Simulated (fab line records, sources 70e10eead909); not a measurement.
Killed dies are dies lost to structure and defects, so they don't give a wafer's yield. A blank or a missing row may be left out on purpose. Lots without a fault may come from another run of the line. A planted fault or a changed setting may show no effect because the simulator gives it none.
Which tool did it? | flow nand_harc | 12 lots, 36 wafers sampled, at 5 steps of a route of 1159

WHAT THE GAUGES READ, wafer by wafer
NHARC_P_GATE_INSPECT_68.
lot  | measured     | on                | raw_defect_count
L075 | day 6 01:08  | defect_inspect-02 | 174 167 161
L078 | day 6 04:27  | defect_inspect-02 | 196 220 159
L079 | day 6 16:46  | defect_inspect-01 | 100 152 118
L081 | day 7 07:34  | defect_inspect-02 | 270 248 230
L082 | day 7 13:15  | defect_inspect-02 | 158 177 92
L085 | day 8 16:02  | defect_inspect-01 | 167 91 112
L088 | day 8 15:21  | defect_inspect-01 | 198 197 127
L089 | day 9 10:31  | defect_inspect-01 | 144 102 208
L091 | day 9 15:40  | defect_inspect-02 | 252 226 275
L093 | day 10 05:13 | defect_inspect-02 | 175 162 149
L094 | day 10 14:37 | defect_inspect-02 | 164 235 165
L097 | day 11 06:38 | defect_inspect-02 | 130 109 226

WHICH TOOL RAN EACH LOT (tool, then ch and the chambers of the sampled wafers, then the start)
lot  | NHARC_P_STI_CMP_21           | NHARC_P_GATE_DESCUM_13            | NHARC_P_GATE_ETCH_114                         | NHARC_P_GATE_RTA_80
L075 | cmp-02 ch 2,3, day 3 18:23   | rie_diel-04 ch 1,2, day 4 14:31   | rie_diel-04 ch 0,1,3, day 6 00:27 or earlier  | rtp_anneal-02 ch 0, day 6 00:27
L078 | cmp-01 ch 0,1, day 4 02:59   | rie_diel-07 ch 0,2,3, day 4 19:34 | rie_diel-07 ch 0,1, day 6 03:48 or earlier    | rtp_anneal-01 ch 0, day 6 03:48
L079 | cmp-04 ch 0,3, day 4 11:41   | rie_diel-04 ch 0,1,2, day 5 06:35 | rie_diel-07 ch 0,1, day 6 16:06 or earlier    | rtp_anneal-02 ch 0, day 6 16:06
L081 | cmp-02 ch 0,2,3, day 5 02:04 | rie_diel-05 ch 1,2,3, day 5 22:37 | rie_diel-04 ch 0,1,3, day 7 06:57 or earlier  | rtp_anneal-02 ch 0, day 7 06:57
L082 | cmp-01 ch 1,2,3, day 5 10:21 | rie_diel-07 ch 0,1,2, day 6 04:28 | rie_diel-07 ch 0,2,3, day 7 12:36 or earlier  | rtp_anneal-01 ch 0, day 7 12:36
L085 | cmp-01 ch 0,1,2, day 6 14:01 | rie_diel-07 ch 1,2,3, day 7 07:11 | rie_diel-04 ch 1,2,3, day 8 15:23 or earlier  | rtp_anneal-01 ch 0, day 8 15:23
L088 | cmp-04 ch 0,2,3, day 6 14:03 | rie_diel-04 ch 1,2, day 7 07:17   | rie_diel-04 ch 0,1,2, day 8 14:43 or earlier  | rtp_anneal-01 ch 0, day 8 14:43
L089 | cmp-01 ch 0,3, day 7 03:29   | rie_diel-04 ch 1,2,3, day 7 23:37 | rie_diel-07 ch 0,3, day 9 09:51 or earlier    | rtp_anneal-02 ch 0, day 9 09:51
L091 | cmp-04 ch 0,1,3, day 7 11:37 | rie_diel-07 ch 1,2,3, day 8 05:25 | rie_diel-07 ch 0,1,3, day 9 15:06 or earlier  | rtp_anneal-02 ch 0, day 9 15:06
L093 | cmp-02 ch 0,2,3, day 8 01:45 | rie_diel-07 ch 0,1,3, day 8 21:00 | rie_diel-04 ch 1,2,3, day 10 04:35 or earlier | rtp_anneal-01 ch 0, day 10 04:35
L094 | cmp-04 ch 1,2,3, day 8 08:51 | rie_diel-04 ch 0,3, day 9 04:10   | rie_diel-05 ch 0,1,2, day 10 13:57 or earlier | rtp_anneal-01 ch 0, day 10 13:57
L097 | cmp-01 ch 1,3, day 9 01:07   | rie_diel-07 ch 1,2,3, day 9 18:37 | rie_diel-04 ch 0,1, day 11 06:02 or earlier   | rtp_anneal-01 ch 0, day 11 06:02
- NHARC_P_STI_CMP_21: polishes, t overpolish 20 s, target thk 380.67 nm.
- NHARC_P_GATE_DESCUM_13: chemistry O2, time 3 s.
- NHARC_P_GATE_ETCH_114: etches the open film in CF4/O2, target depth 30 nm, overetch 3 nm, time 16.5 s.
- NHARC_P_GATE_RTA_80: time 30 s.

THE ANSWER, worked out from the rows above alone
Rule: what is usual is taken from the lots themselves. Put in order of their means at a reading, lots are off if they are a third of the lots or fewer, leave a main group of 4 or more, and stand apart from it by a gap of 3 or more times the standard deviation of the main group's means; of several such gaps the widest counts. A main group whose means are all the same, to the digits that the tables above print for the reading, isn't used. A lot without any number at a reading at which 4 lots or more have one is off too. The other lots that the step has rows for count as sound.
No lot is off at any reading shown: from this, nothing can be told.

WHAT THE SIMULATOR HAD PUT IN
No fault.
